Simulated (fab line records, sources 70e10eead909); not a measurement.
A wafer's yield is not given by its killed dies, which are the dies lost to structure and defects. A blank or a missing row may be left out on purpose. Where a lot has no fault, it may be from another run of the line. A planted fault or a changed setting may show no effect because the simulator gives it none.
fab line records	flow nand-harc
record lots=5	wafers=15	last-day=32
route steps=1302 shown A_CHANNEL_HOLE_D2@608 A_CHANNEL_FILL_D2@610 END@1302
lots untouched by any fault: they come from a run of this same line in which no faults occurred
start-h: the number of hours between the record's first day and the start of the first shown wafer of the lot	wait-h: hours elapsed since this lot's preceding step	" the same as in the row above	L1.1+2: several wafers, shown together as one row	- value missing, or start not given	* or withheld: withheld	< > ~ a bound
route shown NAME@n: names a module that has steps shown in the file, with the first one's number in the route	usual: mean/standard deviation taken from wafers without a fault	same: alike in all rows	chamber/n: place in a boat	sites: per-site readings	_std_site: standard deviation across them	_edge_site: the outer-site mean with the inner-site mean subtracted	radius-mm: how far each site lies from the wafer's centre	mask NAME#n: copy n	behind: the most recent tool/chamber to have shaped the wafer	hold: why the lot went on hold/how many hours it stayed there/how the hold came to an end	device: which transistor (n, p or np) failed to switch	end of line: at the end of the route, the tests of the same wafers	for a step that has no rows: nothing shown but its recipe	killed: not the wafer's yield, but the dies lost to structure and defects at the first sort	map: per-die view of a wafer (x killed, . not killed, _ where there is no die)
set.NAME: the setting as run; set.NAME@STEP: as run at that earlier step	model.NAME: the simulator's own value behind a step, which no gauge read
lots at some steps of the route; a table a step, a row a wafer
services: a tool's chamber out of use, with start hour (start-h, from the record's first day; less than 0 if before it), hours out, and reason
## steps
# step NHARC_A_CHANNEL_HOLE_D2_XSEM_32
# recipe landing-energy-ev=35000
# usual bot-cd-nm=74.5/1	bow-nm=8.54/0.22	tilt-deg=0.09/0.033
lot.wafer	tool	chamber	start-h	wait-h	bot-cd-nm	bow-nm	tilt-deg
L375.1	xsem-01	0	304.09	0.1	73.9	8.31	0.09
L375.5	"	0	"	"	75.0	8.31	0.10
L375.6	"	0	"	"	74.1	8.29	0.09
L376.4	xsem-02	0	336.03	0.1	74.3	8.62	0.08
L376.5	"	0	"	"	72.5	8.63	0.08
L376.6	"	0	"	"	74.9	8.65	0.08
L382.2	xsem-02	0	375.89	0.1	73.5	8.68	0.13
L382.3	"	0	"	"	72.7	8.68	0.13
L382.5	"	0	"	"	72.3	8.61	0.13
L393.2	xsem-02	0	516.29	0.1	73.5	8.27	0.07
L393.3	"	0	"	"	74.2	8.17	0.07
L393.4	"	0	"	"	75.1	8.23	0.07
L396.2	xsem-01	0	517.64	0.1	73.7	8.93	0.10
L396.3	"	0	"	"	74.1	8.87	0.10
L396.4	"	0	"	"	74.6	8.93	0.11
# step NHARC_A_CHANNEL_HOLE_D2_INSPECT_40
# usual raw-defect-count=273/71
lot.wafer	tool	chamber	start-h	wait-h	raw-defect-count
L375.1	defect-inspect-01	-	304.19	-	310
L375.5	"	-	"	"	226
L375.6	"	-	"	"	277
L376.4	defect-inspect-01	-	336.12	-	291
L376.5	"	-	"	"	291
L376.6	"	-	"	"	249
L382.2	defect-inspect-02	-	375.99	-	422
L382.3	"	-	"	"	462
L382.5	"	-	"	"	301
L393.2	defect-inspect-01	-	516.38	-	295
L393.3	"	-	"	"	333
L393.4	"	-	"	"	352
L396.2	defect-inspect-02	-	517.73	-	201
L396.3	"	-	"	"	178
L396.4	"	-	"	"	258
# step NHARC_A_CHANNEL_FILL_D2_PRECLEAN_00
# recipe time-s=*	temp-c=50	bath-age-min=0	chemistry=SC1
# step NHARC_A_CHANNEL_FILL_D2_SRD_01
# step NHARC_A_CHANNEL_FILL_D2_ALD_02
# recipe target-thk-a=60	pulse-time-s=10	ald-cycles=60	temp-c=300	material=SiO2
# usual heater-power-w=458/43	precursor-pulse-height-rel=1.002/0.022
lot.wafer	tool	chamber	start-h	wait-h	heater-power-w	precursor-pulse-height-rel
L375.1	ald-hk-03	1	304.60	-	384	1.015
L375.6	"	2	"	"	445	1.000
L375.5	"	3	"	"	528	1.015
L376.4	ald-hk-03	0	336.53	-	433	1.003
L376.6	"	1	"	"	395	1.025
L376.5	"	2	"	"	436	0.983
L382.3	ald-hk-03	1	376.18	-	389	0.978
L382.2	"	3	"	"	521	1.010
L382.5	"	1	"	"	379	0.989
L393.2	ald-hk-02	0	517.20	-	508	1.016
L393.3	"	1	"	"	432	0.996
L393.4	"	3	"	"	473	0.978
L396.4	ald-hk-01	0	517.93	-	444	1.005
L396.2	"	2	"	"	474	0.995
L396.3	"	3	"	"	492	0.999
# step NHARC_A_CHANNEL_FILL_D2_ALD_03
# recipe target-thk-a=60	pulse-time-s=60	ald-cycles=58	temp-c=630	pressure-torr=2	material=SiNx
# usual chamber-pressure-Torr=1.999/0.0045	precursor-pulse-height-rel=0.999/0.021
lot.wafer	tool	chamber	start-h	wait-h	chamber-pressure-Torr	precursor-pulse-height-rel
L375.1	ald-sin-batch-02	0	-	-	2.000	1.021
L375.5	"	0	"	"	2.003	0.998
L375.6	"	0	"	"	1.994	1.007
L376.4	ald-sin-batch-02	0	-	-	2.001	0.978
L376.5	"	0	"	"	1.999	1.014
L376.6	"	0	"	"	1.997	0.987
L382.2	ald-sin-batch-03	0	-	-	2.016	1.005
L382.3	"	0	"	"	1.999	1.004
L382.5	"	0	"	"	1.999	0.972
L393.2	ald-sin-batch-03	0	-	-	2.002	0.984
L393.3	"	0	"	"	2.001	0.997
L393.4	"	0	"	"	1.993	0.998
L396.2	ald-sin-batch-03	0	-	-	1.992	0.939
L396.3	"	0	"	"	1.996	0.984
L396.4	"	0	"	"	1.997	0.993
# step NHARC_A_CHANNEL_FILL_D2_ALD_14
# recipe target-thk-a=25	pulse-time-s=10	ald-cycles=25	temp-c=300	material=SiO2
# step NHARC_A_CHANNEL_FILL_D2_ALD_15
# recipe target-thk-a=20	pulse-time-s=60	ald-cycles=19	temp-c=630	pressure-torr=2	material=SiNx
# step NHARC_A_CHANNEL_FILL_D2_ALD_16
# recipe target-thk-a=15	pulse-time-s=10	ald-cycles=15	temp-c=300	material=SiO2
# usual heater-power-w=463/40	precursor-pulse-height-rel=1.001/0.021
lot.wafer	tool	chamber	start-h	wait-h	heater-power-w	precursor-pulse-height-rel
L375.1	ald-hk-01	1	316.64	0.1	505	1.020
L375.5	"	3	"	"	494	1.023
L375.6	"	0	"	"	450	1.025
L376.4	ald-hk-03	2	349.37	1.0	438	1.001
L376.5	"	3	"	"	523	1.001
L376.6	"	0	"	"	428	1.003
L382.3	ald-hk-02	0	388.43	0.1	519	1.021
L382.2	"	1	"	"	423	0.963
L382.5	"	3	"	"	451	1.012
L396.4	ald-hk-03	1	529.42	0.0	423	0.985
L396.3	"	2	"	"	436	1.032
L396.2	"	0	"	"	428	1.004
L393.3	ald-hk-01	2	529.45	0.1	475	1.006
L393.4	"	3	"	"	467	1.026
L393.2	"	0	"	"	458	0.997
# step NHARC_A_CHANNEL_FILL_D2_ANNEAL_17
# recipe temp-c=850	time-s=1800
# step NHARC_A_CHANNEL_FILL_D2_CVD_18
# recipe target-thk-a=30	temp-c=550	material=poly-Si
# step NHARC_A_CHANNEL_FILL_D2_ETCHBACK_19
# recipe target-depth-a=50	time-s=1.7	hbr-flow-sccm=150	cl2-flow-sccm=50	rf-w=400	icp-w=400	bias-w=100	chemistry=HBr/Cl2
# usual drypump-motor-current-A=6.0/0.44	oes-product-au=1.000/0.0074	rf-fwd-power-W=390.8/1.6	throttle-valve-pct=26.406/0.0087
# same time-s=1.7
lot.wafer	tool	chamber	start-h	wait-h	drypump-motor-current-A	oes-product-au	rf-fwd-power-W	rf-hours-counter-h	throttle-valve-pct
L375.1	rie-si-06	3	328.92	0.4	5.5	1.005	389.6	0.41	26.403
L375.6	"	2	"	"	5.2	1.005	391.6	-	26.414
L375.5	"	3	"	"	5.5	1.002	389.7	-	26.426
L376.4	rie-si-01	1	361.07	0.4	6.1	1.002	388.7	0.60	26.398
L376.6	"	2	"	"	6.4	1.013	392.7	-	26.398
L376.5	"	3	"	"	6.3	0.997	391.1	-	26.413
L382.3	rie-si-01	0	401.34	0.4	6.3	0.993	393.3	0.87	26.401
L382.2	"	2	"	"	6.4	1.001	393.1	0.78	26.393
L382.5	"	0	"	"	6.3	0.991	393.6	-	26.412
L396.3	rie-si-06	1	541.71	0.4	6.1	1.003	389.7	0.54	26.391
L396.2	"	2	"	"	5.2	0.995	389.1	0.49	26.412
L396.4	"	3	"	"	5.5	0.994	390.0	0.48	26.404
L393.3	rie-si-01	2	541.71	0.4	6.4	0.996	393.0	0.71	26.405
L393.2	"	0	"	"	6.3	0.997	392.4	0.69	26.392
L393.4	"	1	"	"	6.1	0.994	391.0	0.70	26.410
# step NHARC_A_CHANNEL_FILL_D2_ETCHBACK_20
# recipe target-depth-a=270	time-s=13.5	c4f8-flow-sccm=withheld	o2-flow-sccm=8	ar-flow-sccm=withheld	rf-w=600	bias-w=1500	chemistry=C4F8/O2/Ar
# usual oes-product-au=0.98/0.032	rf-fwd-power-W=587.5/2.5	rf-vpp-V=977/4.8
# same time-s=13.5
lot.wafer	tool	chamber	start-h	wait-h	oes-product-au	rf-fwd-power-W	rf-hours-counter-h	rf-vpp-V
L375.1	rie-diel-10	2	329.04	-	0.99	592.5	2	977
L375.5	"	1	"	"	0.99	588.1	-	976
L375.6	"	2	"	"	0.98	590.4	-	979
L376.4	rie-diel-01	0	361.18	-	0.94	589.5	4	976
L376.6	"	2	"	"	0.94	582.4	-	978
L376.5	"	3	"	"	0.95	586.4	-	985
L382.2	rie-diel-01	0	401.45	-	1.00	584.3	0	976
L382.3	"	2	"	"	1.00	586.6	0	979
L382.5	"	1	"	"	1.00	587.5	-	974
L396.2	rie-diel-10	2	541.83	-	1.00	588.2	3	977
L396.4	"	3	"	"	1.01	588.6	3	971
L396.3	"	0	"	"	1.00	586.1	3	973
L393.4	rie-diel-01	2	541.84	-	0.95	584.7	5	979
L393.2	"	0	"	"	0.80	587.6	4	977
L393.3	"	1	"	"	0.95	585.9	5	972
# step NHARC_A_CHANNEL_FILL_D2_STRIP_28
# recipe time-s=20	o2-flow-sccm=500	ar-flow-sccm=0	bias-w=0	chemistry=O2
# step NHARC_END_SORT_01
# recipe temp-c=25
# usual killed-at-array=52/16	killed-at-other=0.8/1.1	killed-at-periphery=4.2/2.5	killed-dies=57/16	killed-open=3.4/2	killed-short=2.6/1.6
# same gross-dies=677
lot.wafer	tool	chamber	start-h	wait-h	hold	killed-at-array	killed-at-other	killed-at-periphery	killed-dies	killed-open	killed-short
L375.1	prober-01	0	594.72	2.5	-	58	1	5	64	5	3
L375.5	prober-01	0	597.97	3.8	-	57	2	8	67	2	3
L375.6	prober-01	0	598.78	4.1	-	38	0	4	42	2	1
L376.4	prober-02	0	612.71	3.4	-	55	0	4	59	2	2
L376.5	prober-02	0	613.51	3.7	-	48	1	3	52	6	1
L376.6	prober-02	0	614.31	4.0	-	59	1	4	64	4	1
L382.2	prober-02	0	635.10	2.8	-	45	2	4	51	6	2
L382.3	prober-02	0	635.89	3.1	-	55	2	3	60	1	3
L382.5	prober-02	0	637.47	3.7	-	61	1	5	67	2	5
L396.2	prober-02	0	774.56	2.8	-	49	0	7	56	5	4
L396.3	prober-02	0	775.36	3.1	-	72	0	4	76	4	3
L396.4	prober-02	0	776.15	3.4	-	70	0	4	74	7	0
L393.2	prober-01	0	777.94	2.8	await-dispo/2.6h/release	258	1	6	265	4	3
L393.3	prober-01	0	778.73	3.1	await-dispo/2.6h/release	43	0	6	49	4	5
L393.4	prober-01	0	779.52	3.4	await-dispo/2.6h/release	41	1	6	48	2	4
# killed by level:class
L375.1 A_CHANNEL_HOLE_D1:chamber-film-flake=26 A_CHANNEL_HOLE_D2:chamber-film-flake=20 P_GATE:chamber-film-flake=3 A_M0:geometric-particle:open=2 A_STAIRCASE:chamber-film-flake=2 P_M1:geometric-particle:open=1 A_ONON_D1:geometric-particle:short=1 A_CHANNEL_FILL_D1:geometric-particle:short=1
L375.5 A_CHANNEL_HOLE_D2:chamber-film-flake=26 A_CHANNEL_HOLE_D1:chamber-film-flake=22 P_GATE:chamber-film-flake=5 A_STAIRCASE:chamber-film-flake=3 P_CONTACT:geometric-particle:short=2 A_CONTACT:chamber-film-flake=2 A_BONDPAD:chamber-film-flake=2 THIN_TSV:chamber-film-flake=2
L375.6 A_CHANNEL_HOLE_D2:chamber-film-flake=14 A_CHANNEL_HOLE_D1:chamber-film-flake=12 A_WL_FILL:chamber-film-flake=4 A_CONTACT:chamber-film-flake=3 P_M0:chamber-film-flake=2 A_DECK1_JOINT:chamber-film-flake=2 P_M2:geometric-particle:open=1 A_CHANNEL_FILL_D1:geometric-particle:short=1
L376.4 A_CHANNEL_HOLE_D1:chamber-film-flake=38 A_CHANNEL_HOLE_D2:chamber-film-flake=6 A_CONTACT:chamber-film-flake=5 P_GATE:chamber-film-flake=2 P_M0:geometric-particle:open=1 A_CHANNEL_FILL_D1:geometric-particle:short=1 A_SGD_CUT:geometric-particle:open=1 A_WL_FILL:geometric-particle:short=1
L376.5 A_CHANNEL_HOLE_D1:chamber-film-flake=24 A_CHANNEL_HOLE_D2:chamber-film-flake=8 A_CONTACT:chamber-film-flake=6 A_CONTACT:geometric-particle:open=2 P_CONTACT:geometric-particle:open=1 A_CHANNEL_FILL_D1:geometric-particle:open=1 A_ONON_D2:geometric-particle:open=1 A_M1:geometric-particle:open=1
L376.6 A_CHANNEL_HOLE_D1:chamber-film-flake=34 A_CONTACT:chamber-film-flake=7 A_CHANNEL_HOLE_D2:chamber-film-flake=6 A_STAIRCASE:chamber-film-flake=3 A_SLIT:chamber-film-flake=2 A_M1:chamber-film-flake=2 P_CONTACT:geometric-particle:open=1 P_M1:geometric-particle:short=1
L382.2 A_CHANNEL_HOLE_D1:chamber-film-flake=18 A_CHANNEL_HOLE_D2:chamber-film-flake=15 A_CHANNEL_FILL_D1:geometric-particle:open=2 A_WL_FILL:geometric-particle:short=2 A_WL_FILL:geometric-particle:open=2 P_STI:chamber-film-flake=2 A_CONTACT:chamber-film-flake=2 THIN_TSV:chamber-film-flake=2
L382.3 A_CHANNEL_HOLE_D1:chamber-film-flake=31 A_CHANNEL_HOLE_D2:chamber-film-flake=9 A_STAIRCASE:chamber-film-flake=5 A_CONTACT:chamber-film-flake=3 P_M2:chamber-film-flake=2 THIN_TSV:chamber-film-flake=2 A_CHANNEL_FILL_D1:geometric-particle:short=1 A_ONON_D2:geometric-particle:short=1
L382.5 A_CHANNEL_HOLE_D1:chamber-film-flake=32 A_CHANNEL_HOLE_D2:chamber-film-flake=11 A_CONTACT:chamber-film-flake=4 P_STI:chamber-film-flake=3 A_CHANNEL_FILL_D1:chamber-film-flake=3 A_CHANNEL_FILL_D1:geometric-particle:short=2 A_CHANNEL_FILL_D2:geometric-particle:short=2 P_ZERO_WELL:chamber-film-flake=2
L396.2 A_SLIT:chamber-film-flake=22 A_CONTACT:chamber-film-flake=10 A_CHANNEL_HOLE_D1:chamber-film-flake=5 P_STI:chamber-film-flake=3 P_GATE:chamber-film-flake=2 P_GATE:geometric-particle:open=1 P_CONTACT:geometric-particle:open=1 A_ONON_D1:geometric-particle:open=1
L396.3 A_SLIT:chamber-film-flake=36 A_CONTACT:chamber-film-flake=18 A_CHANNEL_HOLE_D1:chamber-film-flake=9 P_STI:chamber-film-flake=2 A_CHANNEL_FILL_D1:chamber-film-flake=2 A_M0:chamber-film-flake=2 P_CONTACT:geometric-particle:open=1 P_M1:geometric-particle:short=1
L396.4 A_SLIT:chamber-film-flake=26 A_CHANNEL_HOLE_D1:chamber-film-flake=12 A_CONTACT:chamber-film-flake=11 A_CHANNEL_FILL_D1:chamber-film-flake=6 A_M0:chamber-film-flake=5 A_M0:geometric-particle:open=3 P_STI:chamber-film-flake=2 A_STAIRCASE:chamber-film-flake=2
L393.2 A_CHANNEL_FILL_D2:area-etchback=211 A_CHANNEL_HOLE_D2:chamber-film-flake=31 A_SLIT:chamber-film-flake=4 A_CHANNEL_HOLE_D1:chamber-film-flake=3 P_GATE:chamber-film-flake=2 A_CHANNEL_FILL_D1:chamber-film-flake=2 P_CONTACT:geometric-particle:open=1 P_M0:geometric-particle:short=1
L393.3 A_CHANNEL_HOLE_D2:chamber-film-flake=20 A_SLIT:chamber-film-flake=10 P_GATE:geometric-particle:open=2 P_GATE:chamber-film-flake=2 A_ZERO_WELL:chamber-film-flake=2 A_CONTACT:chamber-film-flake=2 P_CONTACT:geometric-particle:short=1 P_M0:geometric-particle:short=1
L393.4 A_CHANNEL_HOLE_D2:chamber-film-flake=30 A_SLIT:chamber-film-flake=5 P_GATE:chamber-film-flake=4 P_GATE:geometric-particle:open=2 A_SOURCE_PLATE:geometric-particle:short=1 A_CHANNEL_FILL_D1:geometric-particle:short=1 A_STAIRCASE:geometric-particle:short=1 A_WL_FILL:geometric-particle:short=1
# map L393.2 (x killed, . not)
____________.____________
_________......._________
_______..........._______
______.............______
_____..............._____
____.......x.........____
____..xx....xxx..x...____
___.....xxxxxx........___
___.....x..xxx..x.....___
__....x.xxxx.xxx.x.....__
__....xxxx..xxxx....x..__
_.......x.xxxxx.xxxxx..._
_....xxxxxx.xxxxxx...x.x_
_.....xxxxxxxxxxx.xxx..._
_.....xxxx.xxxxxx..xxxxx_
_.....xxxxxxx.x...x.x.xx_
......x.xxxxxx.xx.xxx.xxx
.....x..xxxxxxx.xxxxxxx.x
....xxx.xxxxxxxx.xxxxxx.x
...x...xxx.x.xxxx..xxxxxx
....x.xxxxxxxxx.xx.xxx...
_....xx.xxxxxxxxxxxxx..._
_....x.xxxxxxx.xx.xxx..._
_.....x.xxxxxxx.xx.x.x.._
_..x...xxx.xxxxxxx.x..x._
_....xx......xx.x.x.x..._
__...xxx.x..x.x..x..x..__
__.......x.xxx.x.......__
___....x.x.x.xxxx.....___
___.......x.......x...___
____.................____
____.............x...____
_____..............._____
______.....x.......______
_______..........._______
_________......._________
____________.____________
# map L382.5 (x killed, . not)
____________.____________
_________.x....._________
_______...x......._______
______......x......______
_____..............._____
____.....x.x.........____
____.................____
___.......xx..........___
___...x...............___
__..............x......__
__.....................__
_.............xx........_
_............x..x......._
_......................._
_.....................x._
_..........x........x..._
...................xx....
....................xx...
....................x.x..
.....................x...
......x.......x.......x..
_............xx..x....x._
_............xx.xx......_
_.............x.xx......_
_............xxxx.x....._
_.............xxxx.x...._
__...x......x.xxx.x....__
__...............x.....__
___........x.xx..xxxx.___
___.............x.....___
____.......x....x....____
____...........x.....____
_____x.............._____
______.............______
_______.......x..._______
_________......._________
____________.____________
## services
tool	chamber	start-h	hours	kind
rie-diel-01	2	283.31	2.1	repair
rie-si-06	3	293.05	5.2	repair
ald-hk-01	-	296.46	10.0	pm
rie-diel-01	3	297.93	10.2	repair
ald-hk-02	-	298.42	8.6	repair
ald-sin-batch-03	-	299.09	10.3	repair
rie-si-01	-	311.34	1.2	repair
rie-si-06	-	314.66	0.3	repair
rie-diel-01	3	320.69	7.3	repair
rie-si-01	3	330.63	2.9	repair
rie-si-01	3	334.60	1.9	repair
rie-diel-10	2	346.32	2.1	repair
ald-hk-02	-	348.35	10.0	pm
rie-si-01	1	371.56	3.0	repair
rie-diel-01	-	380.84	9.0	pm
rie-si-01	0	384.29	17.0	repair
ald-hk-03	-	392.88	2.6	repair
rie-si-01	-	422.37	9.0	pm
rie-si-01	3	445.37	20.2	repair
ald-hk-03	-	459.29	0.5	repair
ald-hk-01	-	474.46	10.0	pm
rie-diel-01	0	484.63	6.1	repair
rie-diel-01	3	494.55	4.8	repair
ald-hk-01	-	520.12	1.7	repair
## key
first-sign step=NHARC_A_CHANNEL_FILL_D2_ETCHBACK_20	reading=oes-product-au	direction=down	sigmas=5.5	usual=0.98	struck=0.80
effect step=NHARC_END_SORT_01	reading=killed-at-array	direction=up	sigmas=13	usual=52	struck=258
more-kills-born-at NHARC_A_CHANNEL_FILL_D2_ETCHBACK_20@rie-diel-01=211
met-at NHARC_A_CHANNEL_FILL_D2_ETCHBACK_20
struck-wafers L393.2
tester-left-out L393
onset-between 401.45 541.84
fault kind=process-parameter-drift	tool=rie-diel-01	chamber=0	onset-h=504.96	steps=NHARC_A_CHANNEL_FILL_D2_ETCHBACK_20	channel=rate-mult	offset=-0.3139	shape=step	end-h=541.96
# tester-left-out: of these lots the tester's yield and bins aren't shown, on N5 and GAA mostly nor the transistor test; their killed dies are dies lost to structure and defects alone, not to doping, threshold or leakage, so they don't give the yield
